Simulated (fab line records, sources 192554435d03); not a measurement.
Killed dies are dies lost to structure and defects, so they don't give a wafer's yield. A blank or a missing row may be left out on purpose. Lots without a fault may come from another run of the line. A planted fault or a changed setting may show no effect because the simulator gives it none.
fab line records | flow n5_finfet
record lots=10 wafers=30 last_day=18
route steps=1938 shown WELL_APT@33 BEOL_M4@1089 BEOL_M5@1116 PASSIVATION@1936
lots that met no fault: from a run of the same line without faults
start_h: hours from the record's first day to the start of the lot's first wafer shown | wait_h: hours since the lot's step before | " the same as in the row above | L1.1+2: a row that stands for several wafers | - no value, or no start given | * or withheld: withheld | < > ~ a bound
route shown NAME@n: a module of which the file shows steps, and the number in the route of the first | usual: mean/standard deviation of fault-free wafers | same: alike in all rows | chamber/n: place in a boat | sites: the reading at each site | _std_site: their standard deviation | _edge_site: outer sites' mean less inner sites' | radius_mm: how far each site lies from the wafer's centre | mask NAME#n: copy n | behind: the tool/chamber that last shaped the wafer | hold: why the lot was held/for how many hours/how that ended | device: the transistor (n, p or np) that didn't switch | end of line: the same wafers' tests at the end of the route | a step without rows: its recipe alone | killed: dies lost to structure and defects at the first sort, not the wafer's yield | map: a wafer's dies, x killed, . not, _ none there
set.NAME: the setting as run; set.NAME@STEP: as run at that earlier step | model.NAME: the simulator's own value behind a step, which no gauge read
steps of the route over a sample of lots; a table a step, a row a wafer
services: from which hour (start_h, from the record's first day; less than 0 if before it) a tool's chamber was out of use, for how many hours, and why
## steps
# step N5_WELL_APT_IMPLANT_15
# recipe species=As energy_kev=25 dose_cm2=1.5e+13 tilt_deg=0 rotation_deg=0
# usual tilt_deg=0.000/0.021
# columns lot.wafer tool chamber start_h wait_h tilt_deg
L988.1 implanter-01 0 32.20 0.1 0.008
L988.3 " 0 " " 0.012
L988.6 " 0 " " -0.004
L992.1 implanter-02 0 56.10 0.1 0.022
L992.2 " 0 " " 0.004
L992.5 " 0 " " 0.047
L993.2 implanter-01 0 63.00 0.1 -0.051
L993.5 " 0 " " -0.006
L993.6 " 0 " " -0.020
L995.1 implanter-01 0 74.05 0.1 -0.054
L995.3 " 0 " " -0.009
L995.5 " 0 " " -0.029
L998.2 implanter-02 0 92.81 0.1 0.018
L998.4 " 0 " " 0.001
L998.5 " 0 " " -0.005
L102.2 implanter-02 0 116.15 0.1 -0.006
L102.4 " 0 " " -0.027
L102.6 " 0 " " -0.025
L103.2 implanter-01 0 121.99 0.1 -0.006
L103.4 " 0 " " -0.017
L103.5 " 0 " " -0.005
L104.2 implanter-02 0 129.11 0.1 -0.031
L104.3 " 0 " " -0.047
L104.4 " 0 " " 0.001
L107.2 implanter-01 0 146.12 0.1 0.010
L107.3 " 0 " " -0.012
L107.5 " 0 " " 0.019
L108.1 implanter-02 0 152.06 0.1 0.039
L108.4 " 0 " " 0.020
L108.5 " 0 " " 0.042
# step N5_BEOL_M4_ANNEAL_82
# recipe temp_c=400 time_s=240 ambient=vacuum
# usual heater_power_w=830/61
# columns lot.wafer tool chamber start_h wait_h heater_power_w
L988.1 pvd_sputter-01 - 187.21 0.0 774
L988.3 " - " " 766
L988.6 " - " " 781
L992.1 pvd_sputter-01 - 220.74 0.0 782
L992.2 " - " " 891
L992.5 " - " " 797
L993.2 pvd_sputter-02 - 224.29 0.0 867
L993.5 " - " " 820
L993.6 " - " " 932
L995.1 pvd_sputter-03 - 227.43 0.0 959
L995.3 " - " " 798
L995.5 " - " " 759
L998.2 pvd_sputter-01 - 256.87 0.0 878
L998.4 " - " " 797
L998.5 " - " " 814
L103.2 pvd_sputter-03 - 271.79 0.0 952
L103.4 " - " " 765
L103.5 " - " " 769
L102.2 pvd_sputter-02 - 275.97 0.0 859
L102.4 " - " " 821
L102.6 " - " " 839
L104.2 pvd_sputter-02 - 292.51 0.0 859
L104.3 " - " " 826
L104.4 " - " " 916
L107.2 pvd_sputter-01 - 303.73 0.0 816
L107.3 " - " " 866
L107.5 " - " " 778
L108.1 pvd_sputter-03 - 326.61 0.0 775
L108.4 " - " " 736
L108.5 " - " " 928
# step N5_BEOL_M4_RS_MEAS_58
# recipe thk_meas_gauge=four-point-probe reads=Co_of_BEOL_M4_CO_CAP_55+Cu_of_BEOL_M4_ECD_50+Co_of_BEOL_M4_CVD_47+TaN_of_BEOL_M4_ALD_84
# usual M4_RS=0.68/0.038
# columns lot.wafer tool chamber start_h wait_h M4_RS[ohm/sq]
L988.1 film_metro-01 - 189.50 0.0 0.71
L988.3 " - " " 0.68
L988.6 " - " " 0.74
L992.1 film_metro-01 - 223.26 0.0 0.73
L992.2 " - " " 0.68
L992.5 " - " " 0.67
L993.2 film_metro-02 - 226.83 0.1 0.62
L993.5 " - " " 0.68
L993.6 " - " " 0.62
L995.1 film_metro-01 - 229.81 0.1 0.71
L995.3 " - " " 0.70
L995.5 " - " " 0.72
L998.2 film_metro-01 - 259.20 0.1 0.69
L998.4 " - " " 0.76
L998.5 " - " " 0.71
L103.2 film_metro-01 - 274.08 0.1 0.63
L103.4 " - " " 0.61
L103.5 " - " " 0.66
L102.2 film_metro-02 - 280.12 0.1 0.72
L102.4 " - " " 0.69
L102.6 " - " " 0.65
L104.2 film_metro-01 - 296.54 0.1 0.71
L104.3 " - " " 0.72
L104.4 " - " " 0.60
L107.2 film_metro-02 - 309.20 0.1 0.65
L107.3 " - " " 0.73
L107.5 " - " " 0.73
L108.1 film_metro-02 - 332.01 0.0 0.71
L108.4 " - " " 0.64
L108.5 " - " " 0.69
# step N5_BEOL_M4_RC_MEAS_101
# usual CJ_P=5.83/0.2 DIBL_N=36.5/2 DIBL_P=36.5/2.3 IOFF_N=0.16/0.036 IOFF_P=0.21/0.037 ION_N=672/12 ION_P=459/7.1 RS_NWELL=1037/6.7 SS_N=71.6/0.73 SS_P=73.4/0.76 VT_N=250/3.3 VT_P=-250.5/2.9
# columns lot.wafer tool chamber start_h wait_h CJ_P DIBL_N[mV/V] DIBL_P[mV/V] IOFF_N[nA/um] IOFF_P[nA/um] ION_N[uA/um] ION_P[uA/um] RS_NWELL[ohm/sq] SS_N[mV/dec] SS_P[mV/dec] VT_N[mV] VT_P[mV]
L988.1 prober-02 0 189.55 0.0 5.93 36.7 36.7 0.18 0.21 680 458 1048 71.9 73.9 246 -251.4
L988.3 " 0 " " 5.70 34.8 35.0 0.14 0.19 679 463 1047 71.4 73.4 251 -252.9
L988.6 " 0 " " 5.98 35.7 36.1 0.16 0.20 670 464 1048 71.3 73.5 249 -251.7
L992.1 prober-01 0 223.32 0.0 5.72 36.5 35.9 0.14 0.19 661 453 1031 72.5 72.6 251 -252.4
L992.2 " 0 " " 5.54 38.1 39.1 0.18 0.24 683 469 1041 72.6 73.7 249 -247.1
L992.5 " 0 " " 5.69 37.2 37.3 0.16 0.21 671 459 1036 72.4 73.2 249 -249.2
L993.2 prober-01 0 227.04 0.2 5.60 36.7 35.7 0.15 0.18 670 459 1041 70.9 73.6 249 -253.0
L993.5 " 0 " " 5.85 34.2 33.3 0.12 0.16 660 451 1039 70.6 72.8 252 -255.4
L993.6 " 0 " " 5.78 36.2 34.4 0.14 0.17 665 450 1040 70.7 73.2 250 -252.7
L995.1 prober-01 0 229.86 0.0 5.54 34.3 35.4 0.13 0.20 664 462 1042 71.3 72.5 253 -249.4
L995.3 " 0 " " 5.50 33.8 33.2 0.11 0.16 630 439 1041 72.2 72.7 259 -255.7
L995.5 " 0 " " 5.86 31.9 32.0 0.10 0.16 658 459 1028 71.1 72.3 255 -251.8
L998.2 prober-01 0 259.40 0.2 6.01 36.3 36.2 0.16 0.20 663 448 1029 71.8 73.1 250 -252.3
L998.4 " 0 " " 5.86 37.4 36.3 0.19 0.21 652 446 1035 73.3 73.4 250 -249.7
L998.5 " 0 " " 5.65 37.3 38.8 0.20 0.25 669 463 1031 72.6 73.4 247 -246.2
L103.2 prober-02 0 274.28 0.2 5.62 35.3 33.9 0.13 0.20 667 463 1035 70.7 72.7 253 -247.5
L103.4 " 0 " " 5.90 35.1 33.6 0.13 0.19 671 464 1038 70.4 72.4 252 -250.6
L103.5 " 0 " " 5.85 36.7 35.6 0.15 0.23 679 470 1038 71.5 73.3 249 -247.3
L102.2 prober-01 0 280.33 0.2 5.53 36.3 34.2 0.15 0.18 670 454 1031 71.7 73.4 251 -254.5
L102.4 " 0 " " 5.85 36.5 35.2 0.15 0.19 683 465 1041 71.3 73.0 248 -249.9
L102.6 " 0 " " 5.59 36.8 35.0 0.15 0.19 663 453 1036 72.0 73.7 254 -252.3
L104.2 prober-02 0 296.75 0.2 6.05 36.0 36.4 0.16 0.20 654 452 1038 72.2 73.7 251 -253.1
L104.3 " 0 " " 5.79 32.4 33.5 0.12 0.16 668 463 1046 70.2 72.5 250 -252.6
L104.4 " 0 " " 6.09 38.2 40.1 0.22 0.26 693 474 1044 72.2 73.2 244 -248.4
L107.2 prober-01 0 309.41 0.2 3.89 38.1 41.6 0.24 0.31 691 477 1019 72.1 74.1 243 -242.2
L107.3 " 0 " " 3.77 37.5 40.1 0.21 0.29 684 469 1018 71.8 74.5 248 -245.7
L107.5 " 0 " " 4.03 37.7 40.9 0.21 0.32 661 453 1022 72.3 75.0 247 -244.3
L108.1 prober-01 0 332.06 0.0 4.09 38.1 40.9 0.19 0.23 671 460 1020 71.6 75.4 249 -249.9
L108.4 " 0 " " 4.06 39.1 41.4 0.22 0.25 682 460 1018 72.8 74.6 246 -250.5
L108.5 " 0 " " 3.97 38.8 42.0 0.21 0.26 675 459 1024 72.4 75.0 248 -247.9
# step N5_BEOL_M5_HM_DEP_02
# recipe material=TiN target_thk_a=200 temp_c=25 chamber_pressure_pa=0.49996
# usual throttle_valve_pct=29.8/0.85
# columns lot.wafer tool chamber start_h wait_h throttle_valve_pct
L988.1 pvd_sputter-03 - 191.91 0.3 30.1
L988.3 " - " " 31.2
L988.6 " - " " 30.6
L992.1 pvd_sputter-03 - 225.79 0.9 30.6
L992.2 " - " " 30.1
L992.5 " - " " 30.9
L993.2 pvd_sputter-01 - 228.78 0.3 28.2
L993.5 " - " " 28.2
L993.6 " - " " 30.3
L995.1 pvd_sputter-03 - 232.48 1.0 30.8
L995.3 " - " " 30.0
L995.5 " - " " 30.8
L998.2 pvd_sputter-03 - 261.80 1.0 29.8
L998.4 " - " " 31.1
L998.5 " - " " 30.9
L103.2 pvd_sputter-01 - 276.25 0.5 30.4
L103.4 " - " " 28.3
L103.5 " - " " 29.4
L102.2 pvd_sputter-02 - 283.12 1.4 29.3
L102.4 " - " " 30.7
L102.6 " - " " 30.9
L104.2 pvd_sputter-02 - 299.13 0.9 29.8
L104.3 " - " " 29.6
L104.4 " - " " 28.7
L107.2 pvd_sputter-01 - 311.92 1.1 29.6
L107.3 " - " " 30.3
L107.5 " - " " 28.1
L108.1 pvd_sputter-02 - 334.04 0.4 29.0
L108.4 " - " " 30.6
L108.5 " - " " 29.6
# step N5_PASSIVATION_PROBE_49
# usual defect_limited_yield=91.4/1.4 killed_at_M0_to_M3=33/11 killed_at_M4_up=13/5.3 killed_at_contacts=13/6.1 killed_at_front_end=40/11 killed_at_other=2.9/2.7 killed_dies=102/17 killed_open=68/13 killed_short=32/7.5 sort_bin_5_function=5.1/0.98 sort_bin_6_memory=3.2/0.69 sort_bin_8_speed=0.1/1.1 sort_n_pass=1077/21 sort_yield_pct=91.3/1.7
# same gross_dies=1180 killed_at_back_side=0 sort_bin_4_leakage[%]=0
# columns lot.wafer tool chamber start_h wait_h defect_limited_yield[%] killed_at_M0_to_M3 killed_at_M4_up killed_at_contacts killed_at_front_end killed_at_other killed_dies killed_open killed_short sort_bin_5_function[%] sort_bin_6_memory[%] sort_bin_8_speed[%] sort_n_pass sort_yield_pct[%]
L103.2 prober-02 - 395.53 0.1 90.7 21 16 8 60 5 110 68 42 4.8 4.2 0 1070 90.7
L102.2 prober-01 - 399.63 0.1 90.3 37 18 23 35 1 114 77 32 5.4 3.7 0 1066 90.3
L102.4 prober-01 - 399.73 0.2 90.9 32 13 25 36 1 107 72 28 5.5 2.9 0 1073 90.9
L102.6 prober-01 - 399.83 0.3 90.3 40 19 27 28 1 115 89 25 4.7 4.8 0 1065 90.3
L104.2 prober-01 - 414.94 0.1 94.4 17 8 7 33 1 66 40 26 2.9 2.5 0 1114 94.4
L104.3 prober-01 - 414.99 0.1 90.8 32 13 16 42 6 109 72 37 6.7 2.3 0 1071 90.8
L104.4 prober-01 - 415.04 0.2 92.6 29 11 5 38 4 87 55 30 5.3 1.8 0 1093 92.6
L107.2 prober-02 - 419.63 0.1 92.7 24 15 10 36 1 86 57 28 3.8 3.2 0 1094 92.7
L107.3 prober-02 - 419.68 0.1 90.7 32 25 14 33 6 110 74 34 4.7 4.6 0 1070 90.7
L107.5 prober-02 - 419.78 0.2 92.6 26 14 9 35 3 87 62 25 3.6 3.3 0 1093 92.6
# killed by level:class
L103.2 FIN_SAQP:geometric_particle:open=14 FIN_SAQP:geometric_particle:short=11 STI_FIN_REVEAL:geometric_particle:open=11 GATE_CUT:geometric_particle:short=9 BEOL_M4:geometric_particle:open=7 MOL_CONTACT_COAG:geometric_particle:open=5 BEOL_M0_SAQP:geometric_particle:open=5 BEOL_M0_SAQP:geometric_particle:short=4
L102.2 MOL_CONTACT_COAG:geometric_particle:open=19 FIN_SAQP:geometric_particle:short=9 BEOL_M3:geometric_particle:open=9 BEOL_M4:geometric_particle:open=9 FIN_SAQP:geometric_particle:open=7 BEOL_M0_SAQP:geometric_particle:short=7 BEOL_M1:geometric_particle:open=6 BEOL_M2:geometric_particle:open=6
L102.4 MOL_CONTACT_COAG:geometric_particle:open=19 BEOL_M3:geometric_particle:open=8 HKMG_FIN:area_etch=7 FIN_SAQP:geometric_particle:open=6 STI_FIN_REVEAL:geometric_particle:open=6 MOL_CONTACT_COAG:geometric_particle:short=6 BEOL_M0_SAQP:geometric_particle:open=6 BEOL_M0_SAQP:geometric_particle:short=6
L102.6 MOL_CONTACT_COAG:geometric_particle:open=25 FIN_SAQP:geometric_particle:open=10 BEOL_M1:geometric_particle:open=10 BEOL_M3:geometric_particle:open=8 BEOL_M2:geometric_particle:open=7 BEOL_M5:geometric_particle:open=7 BEOL_M0_SAQP:geometric_particle:open=6 BEOL_M0_SAQP:geometric_particle:short=5
L104.2 FIN_SAQP:geometric_particle:open=11 MOL_CONTACT_COAG:geometric_particle:open=7 BEOL_M0_SAQP:geometric_particle:short=7 FIN_SAQP:geometric_particle:short=6 STARTING-WAFER:geometric_particle:open=5 BEOL_M0:geometric_particle:open=4 STARTING-WAFER:geometric_particle:short=4 DUMMY_GATE:geometric_particle:open=2
L104.3 FIN_SAQP:geometric_particle:open=13 BEOL_M2:geometric_particle:open=12 MOL_CONTACT_COAG:geometric_particle:open=11 FIN_SAQP:geometric_particle:short=9 STI_FIN_REVEAL:geometric_particle:open=9 BEOL_M0_SAQP:geometric_particle:open=6 MOL_CONTACT_COAG:geometric_particle:short=5 BEOL_M1:geometric_particle:open=5
L104.4 FIN_SAQP:geometric_particle:open=14 FIN_SAQP:geometric_particle:short=8 BEOL_M1:geometric_particle:open=7 BEOL_M3:geometric_particle:open=6 STI_FIN_REVEAL:geometric_particle:open=5 MOL_CONTACT_COAG:geometric_particle:open=4 BEOL_M0_SAQP:geometric_particle:open=4 BEOL_M4:geometric_particle:open=4
L107.2 FIN_SAQP:geometric_particle:short=10 BEOL_M4:geometric_particle:open=10 FIN_SAQP:geometric_particle:open=9 MOL_CONTACT_COAG:geometric_particle:open=9 STI_FIN_REVEAL:geometric_particle:open=6 BEOL_M1:geometric_particle:open=6 BEOL_M0_SAQP:geometric_particle:short=5 BEOL_M0:geometric_particle:open=5
L107.3 MOL_CONTACT_COAG:geometric_particle:open=14 BEOL_M0_SAQP:geometric_particle:open=11 BEOL_M4:geometric_particle:open=11 FIN_SAQP:geometric_particle:open=10 BEOL_M0_SAQP:geometric_particle:short=9 FIN_SAQP:geometric_particle:short=7 STI_FIN_REVEAL:geometric_particle:open=5 BEOL_M1:geometric_particle:open=5
L107.5 BEOL_M1:geometric_particle:open=10 MOL_CONTACT_COAG:geometric_particle:open=8 FIN_SAQP:geometric_particle:open=7 FIN_SAQP:geometric_particle:short=7 BEOL_M4:geometric_particle:open=6 GATE_CUT:geometric_particle:short=6 DUMMY_GATE:geometric_particle:open=5 BEOL_M2:geometric_particle:open=4
## services
# columns tool chamber start_h hours kind
implanter-01 - 9.70 2.8 pm
pvd_sputter-02 - 36.01 2.9 repair
pvd_sputter-02 - 39.08 0.5 repair
pvd_sputter-02 - 110.45 4.0 repair
pvd_sputter-02 - 115.23 1.6 repair
pvd_sputter-01 - 156.15 13.6 repair
implanter-01 - 193.94 2.8 repair
implanter-02 - 198.97 1.2 repair
implanter-02 - 210.57 1.9 repair
implanter-02 - 232.18 1.1 repair
## key
first_sign step=N5_BEOL_M4_RC_MEAS_101 reading=CJ_P direction=down sigmas=9.3 usual=5.83 struck=3.97
effect step=N5_BEOL_M4_RC_MEAS_101 reading=RS_NWELL direction=down sigmas=2.5 usual=1037 struck=1020
met_at N5_WELL_APT_IMPLANT_15
struck_lots L107,L108
not_acting_at N5_BEOL_M4_ANNEAL_82,N5_BEOL_M4_RS_MEAS_58,N5_BEOL_M5_HM_DEP_02
onset_between 129.11 146.12
also_fits time
fault kind=wrong_recipe_download tool=implanter-01,implanter-02 chamber=- onset_h=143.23 steps=N5_WELL_APT_IMPLANT_15 wrong_recipe.not_listed=1
